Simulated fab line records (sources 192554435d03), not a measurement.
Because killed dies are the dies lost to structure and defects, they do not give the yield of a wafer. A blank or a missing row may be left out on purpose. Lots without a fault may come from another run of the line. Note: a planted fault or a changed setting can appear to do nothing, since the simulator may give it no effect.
Problem report, 8D (eight disciplines) form, completed by code | flow n5_finfet | the parts of the form that need people (team, actions taken, sign-off) are left out

== 1. WHAT WENT WRONG ==
N5_PASSIVATION_PROBE_49, killed_at_M0_to_M3: mean 988 on 2 wafers (1 lot); fault-free wafers 36, standard deviation 10. That puts it +95 standard deviations away from the usual mean.
Earliest sighting: wafer L235.4 on prober-01 at day 19 03:11. The record holds 9 wafers of 3 lots with a number at this step. By rule, "out" or "out of limits" means more than 4 standard deviations away from the usual mean. The other wafers with a number count as sound.

== 2. WHAT IT IS; WHAT IT IS NOT ==
question                    | is                                                                                                                                        | is not
which readings at this step | killed_at_M0_to_M3, defect_limited_yield, killed_dies, killed_on_rim, sort_bin_5_function, sort_bin_6_memory, sort_n_pass, sort_yield_pct | killed_at_M4_up, killed_at_contacts, killed_at_front_end, killed_at_other, killed_open, killed_short
which lots                  | L235                                                                                                                                      | L227, L228
which wafers of those lots  | L235.4, L235.6                                                                                                                            | L235.3
read on which tools         | prober-01                                                                                                                                 | -
when                        | from day 19 03:11                                                                                                                         | up to then (7 sound wafers)

== 3. WHAT RULES OUT EACH SUSPECT ==
Counting: a tool at a process step up to the reading stays a suspect if it ran every lot that is out. Sound lots after the first of them don't rule it out here, since some wafers of a struck lot are sound.
- euv_scanner-01 at N5_BEOL_M1_EXPOSE_08 (exposes mask M1): kept. It ran the lot that is out, L235 (day 11 17:10); its last sound lot up to then is L228 (day 11 13:50).
- pvd_sputter-01 at N5_PASSIVATION_SPUTTER_20 (material TaN, target thk 50 nm): kept. It ran the lot that is out, L235 (day 18 21:23); its last sound lot up to then is L228 (day 17 20:47).
- rie_diel-05 at N5_PASSIVATION_ETCH_54 (etches SiO2 in CHF3/O2, target depth 880 nm, time 440 s): kept. It ran the lot that is out, L235 (day 19 00:15).
- prober-01 at N5_PASSIVATION_PROBE_49: kept. It ran the lot that is out, L235 (day 19 03:08); its last sound lot up to then is L228 (day 18 02:29). Out on those wafers are its own readings of defect_limited_yield, killed_at_M0_to_M3, killed_dies, killed_on_rim, sort_bin_5_function, sort_bin_6_memory, sort_n_pass, sort_yield_pct.
Left after counting: euv_scanner-01 at N5_BEOL_M1_EXPOSE_08, pvd_sputter-01 at N5_PASSIVATION_SPUTTER_20, rie_diel-05 at N5_PASSIVATION_ETCH_54, prober-01 at N5_PASSIVATION_PROBE_49.

== 4. THE CAUSE (what the simulator had put in) ==
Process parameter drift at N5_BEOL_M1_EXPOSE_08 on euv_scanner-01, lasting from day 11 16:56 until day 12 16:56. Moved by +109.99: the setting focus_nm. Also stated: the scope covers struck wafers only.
After counting, 4 suspects remain, this tool included.

== 5. THE EFFECT CHAIN, in route order ==
Each row: a reading where the mean over the struck wafers with a number is more than 3 standard deviations away from the usual. Only readings for which the record gives a usual standard deviation are gone through. hours: the time from each lot's start at the first step in this table that gives one to its start at this step, as a median over the lots. sigmas: the change in usual standard deviations.
hours | step                    | reading              | usual  | on struck wafers | change | sigmas
0     | N5_PASSIVATION_PROBE_49 | defect_limited_yield | 91.2 % | 10.2             | -81.0  | -58
0     | N5_PASSIVATION_PROBE_49 | killed_at_M0_to_M3   | 36     | 988              | +952   | +95
0     | N5_PASSIVATION_PROBE_49 | killed_dies          | 104    | 1060             | +956   | +56
0     | N5_PASSIVATION_PROBE_49 | killed_on_rim        | 14     | 137              | +123   | +32
0     | N5_PASSIVATION_PROBE_49 | sort_bin_5_function  | 5.2 %  | 61.6             | +56.4  | +58
0     | N5_PASSIVATION_PROBE_49 | sort_bin_6_memory    | 3.3 %  | 19.1             | +15.8  | +23
0     | N5_PASSIVATION_PROBE_49 | sort_n_pass          | 1076   | 120              | -956   | -56
0     | N5_PASSIVATION_PROBE_49 | sort_yield_pct       | 91.2 % | 10.2             | -81.0  | -58
Its process steps:
- N5_PASSIVATION_PROBE_49

== 6. HOW IT WOULD HAVE BEEN CAUGHT EARLIER ==
In this record no reading fell out of limits until day 19 03:11, 178 hours after the fault had begun at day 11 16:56.
An alarm limit of 4 standard deviations would not have fired on the tool readings at N5_BEOL_M1_EXPOSE_08 for which the record gives a usual standard deviation, since none of them was out on any struck wafer.
All the lots that are out (1) had begun N5_BEOL_M1_EXPOSE_08 on euv_scanner-01 by day 19 03:11. Had the tool been put on hold then, not one of them would have been saved.
